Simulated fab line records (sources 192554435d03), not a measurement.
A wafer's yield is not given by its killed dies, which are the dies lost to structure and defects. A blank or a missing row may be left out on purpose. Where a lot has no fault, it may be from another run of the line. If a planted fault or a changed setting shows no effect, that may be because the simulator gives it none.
Comparing a struck lot with a sound one ; flow n5-finfet ; 16 out of 1938 route steps
Sound: the wafers L161.1, L161.2, L161.4. Wafers struck: L177.2, L177.4, L177.6. The cause is given at the end.
At each step with rows: each side's tool, then ch and its chambers, then its first start. Under that, the readings that differ: sound wafers ; struck wafers ; difference of the means ; sigmas: that difference in standard deviations of wafers without a fault.
alike: same words and numbers on both sides, and readings whose means sit less than 2 such deviations apart. not compared: any withheld reading, any reading some wafer has no value for, any bound like >300 that may hide the same value, and any number with overlapping values for which the record gives no deviation.
Wherever a step has rows on one side only, a row that says differs or no value, or a row with sigmas, the two part there. Numbers that have no deviation but don't overlap get no sigmas and don't part them. Lack of a reading on every wafer of one side parts them only where that side has two or more wafers.

first, 1 step without rows for these wafers: N5_BEOL_M4_ALD_98 (deposits SiO2, target thk 2.5 nm, pulse time 1 s, co reactant pulse time 1 s).
N5_BEOL_M4_ETCHBACK_99: etches SiO2 in CHF3, target depth 5 nm, time 10.4 s.
  sound on rie-diel-06 ch 0,1,3, day 9 01:42; struck on rie-diel-02 ch 0,2,3, day 13 08:34
  alike: bias-w, drypump-motor-current-A, oes-product-au, rf-vpp-V, showerhead-plenum-p-Torr, throttle-valve-pct
  not compared: rf-hours-counter-h
N5_BEOL_M4_ETCH_70: etches SOC in N2/H2, target depth 80 nm, overetch 24 nm, time 130 s.
  sound on rie-diel-06 ch 0,1,3, day 9 01:44; struck on rie-diel-02 ch 0,2,3, day 13 08:35
  alike: bias-w, drypump-motor-current-A, oes-product-au, rf-vpp-V, showerhead-plenum-p-Torr, throttle-valve-pct
  not compared: rf-hours-counter-h
then, 5 steps without rows for these wafers: N5_BEOL_M4_STRIP_71 (strips in N2/H2); N5_BEOL_M4_STRIP_78 (strips in N2/H2); N5_BEOL_M4_VIA_ETCH_34 (etches the open film in C4F6/O2, target depth 69.4 nm, time 65.9 s); N5_BEOL_M4_STRIP_83 (strips in C4F6/O2); N5_BEOL_M4_STRIP_36 (strips in N2/H2).
N5_BEOL_M4_TRENCH_ETCH_37: etches SiOC in C4F6/O2, target depth 55.555 nm, time 29.2 s.
  sound on rie-diel-06 ch 0,1,3; struck on rie-diel-02 ch 0,2,3
  alike: O2_flow_sccm, bias-w, drypump-motor-current-A, oes-product-au, rf-vpp-V, showerhead-plenum-p-Torr, throttle-valve-pct
  not compared: rf-hours-counter-h
N5_BEOL_M4_ETCH_41: etches SiCN in CH3F/O2, target depth 29.9 nm, time 52.5 s.
  sound on rie-diel-06 ch 0,1,3; struck on rie-diel-02 ch 0,2,3
  alike: O2_flow_sccm, bias-w, drypump-motor-current-A, oes-product-au, rf-vpp-V, showerhead-plenum-p-Torr, throttle-valve-pct
  not compared: rf-hours-counter-h
N5_BEOL_M4_STRIP_97: strips in N2/H2, time 10 s.
  sound on rie-diel-06 ch 0,1,3; struck on rie-diel-02 ch 0,2,3
  alike: drypump-motor-current-A, oes-product-au, rf-vpp-V, showerhead-plenum-p-Torr, throttle-valve-pct
  not compared: rf-hours-counter-h
N5_BEOL_M4_OCD_MEAS_38:
  struck on ocd-01, day 13 08:58; sound on ocd-01, day 9 02:06
  alike: trench-depth-nm
N5_BEOL_M4_HM_STRIP_39: strips TiN in peroxide tin strip, target depth 25 nm, time 158 s.
  sound on wet-bench-05 ch 0,1,2, day 9 02:08; struck on wet-bench-05 ch 1,4,5, day 13 08:59
reading;sound;struck;difference;sigmas
run-length-s (s);165 166 164;143 145 144;-21;-6
then, 1 step without rows for these wafers: N5_BEOL_M4_SRD_40 (time 30 s).
N5_BEOL_M4_RC_MEAS_101:
  sound on prober-02 ch 0, day 9 07:44; struck on prober-01 ch 0, day 13 14:06
  alike: DIBL_N, DIBL_P, IOFF_N, IOFF_P, ION_N, ION_P, SS_N, SS_P, VT_N, VT_P
-- the record jumps here: 5 days lie between the struck wafers' starts before and after (it left off in module BEOL_M4 and takes up again in module PASSIVATION, whose first step shown is number 1936 of the route) --
N5_PASSIVATION_PROBE_49:
  record: rows for the struck wafers here (prober-02, day 18 06:31), none for the sound ones

## WHERE THEY PART
At N5_BEOL_M4_HM_STRIP_39 first; at N5_PASSIVATION_PROBE_49 last (within this record only).

WHY: the cause the simulator had injected
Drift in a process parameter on wet-bench-05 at N5_BEOL_M4_HM_STRIP_39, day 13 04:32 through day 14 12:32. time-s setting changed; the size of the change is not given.
